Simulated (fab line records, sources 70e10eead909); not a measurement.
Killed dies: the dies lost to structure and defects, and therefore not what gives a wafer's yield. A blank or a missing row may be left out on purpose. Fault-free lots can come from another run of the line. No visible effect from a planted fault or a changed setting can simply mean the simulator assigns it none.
Comparing a struck lot with a sound one	flow nand_harc	14 out of 1159 route steps
Sound: these wafers, L153.1, L153.3, L153.6. Struck: wafer L161.3 (left out: L161.6, a lot-mate that was not struck); the cause follows at the end.
Order at every step that has rows: each side's tool, ch and its chambers, its first start. Under that, the readings that differ: sound wafers	struck wafers	difference of the means	sigmas: that difference in standard deviations of wafers without a fault.
alike: words and numbers the same on both sides, and readings whose means are apart by under 2 such deviations; not compared: readings that were withheld, readings missing a value for some wafer, numbers with overlapping values and no deviation given by the record, and bounds like >300 which may hide the same value.
A row with sigmas, a row that says differs or no value, or rows on one side alone: a step with any of these is where the two part. Numbers that have no deviation but don't overlap get no sigmas and don't part them. A reading missing from all wafers of one side parts the sides only when that side holds two or more wafers.

first, 1 step without rows for these wafers: NHARC_A_STAIRCASE_HARDBAKE_311 (time 140 s).
NHARC_A_STAIRCASE_DESCUM_312: chemistry O2, time 3 s.
  sound on rie_diel-02 ch 1,2, day 13 10:13; struck on rie_diel-02 ch 3, day 15 22:35
reading	sound	struck	difference	sigmas
drypump_motor_current_A (A)	5.7 5.1 5.7	6.4	+0.9	+2
showerhead_plenum_p_Torr (Torr)	1.86 1.77 1.86	2.07	+0.24	+3
  alike: oes_product_au, rf_vpp_V, throttle_valve_pct
  not compared: rf_hours_counter_h
then, 1 step without rows for these wafers: NHARC_A_STAIRCASE_ETCH_313 (etches the open film in CF4/CHF3).
NHARC_A_STAIRCASE_HM_OPEN_463: chemistry O2/COS.
  sound on rie_diel-02 ch 0,2; struck on rie_diel-02 ch 2
  alike: drypump_motor_current_A, oes_product_au, rf_vpp_V, showerhead_plenum_p_Torr, throttle_valve_pct
  not compared: rf_hours_counter_h
then, 2 steps without rows for these wafers: NHARC_A_STAIRCASE_STRIP_464 (strips in O2/COS); NHARC_A_STAIRCASE_ETCH_453 (etches the open film in CF4/O2, target depth 30 nm, overetch 3 nm, time 16.5 s).
NHARC_A_STAIRCASE_ETCH_315: etches the open film in C4F8/O2/Ar, target depth 2500 nm, time 607.1 s.
  sound on rie_diel-02 ch 0,1; struck on rie_diel-02 ch 0
reading	sound	struck	difference	sigmas
oes_product_au (a.u.)	0.922 0.954 0.947	0.912	-0.029	-3
  alike: rf_vpp_V
  not compared: rf_hours_counter_h
NHARC_A_STAIRCASE_STRIP_316: strips in O2.
  sound on rie_diel-02 ch 1,2,3; struck on rie_diel-02 ch 3
reading	sound	struck	difference	sigmas
showerhead_plenum_p_Torr (Torr)	3.27 3.43 3.27	3.80	+0.48	+3
  alike: drypump_motor_current_A, oes_product_au, rf_vpp_V, throttle_valve_pct
  not compared: rf_hours_counter_h
then, 3 steps without rows for these wafers: NHARC_A_STAIRCASE_STRIP_317 (strips in SPM, time 900 s); NHARC_A_STAIRCASE_PRECLEAN_318 (cleans in SC1); NHARC_A_STAIRCASE_SRD_329.
NHARC_A_STAIRCASE_ALD_415: deposits SiO2, target thk 30 nm, pulse time 6 s, ald cycles 300.
  sound on ald_hk-03 ch 0,2, day 13 13:00; struck on ald_hk-03 ch 2, day 16 01:29
reading	sound	struck	difference	sigmas
ald_cycles	300 300 300	381	+81	
  alike: heater_power_outer_w, heater_power_w, precursor_pulse_height_rel
NHARC_A_STAIRCASE_ETCHBACK_416: etches the open film in C4F8/O2/Ar, target depth 36 nm, time 7.2 s.
  sound on rie_diel-03 ch 1,2, day 13 18:29; struck on rie_diel-11 ch 0
  alike: oes_product_au, rf_vpp_V
  not compared: rf_hours_counter_h
-- the record jumps here: 8 days lie between the struck wafers' starts before and after (it left off in module A_STAIRCASE and takes up again in module END, whose first step shown is number 1159 of the route) --
NHARC_END_SORT_01:
  the record has rows for the struck wafers here (prober-01 ch 0, day 24 05:51) and none for the sound ones

## WHERE THEY PART
Earliest at NHARC_A_STAIRCASE_DESCUM_312; latest, in this record, at NHARC_END_SORT_01.

WHY: what had been put in by the simulator
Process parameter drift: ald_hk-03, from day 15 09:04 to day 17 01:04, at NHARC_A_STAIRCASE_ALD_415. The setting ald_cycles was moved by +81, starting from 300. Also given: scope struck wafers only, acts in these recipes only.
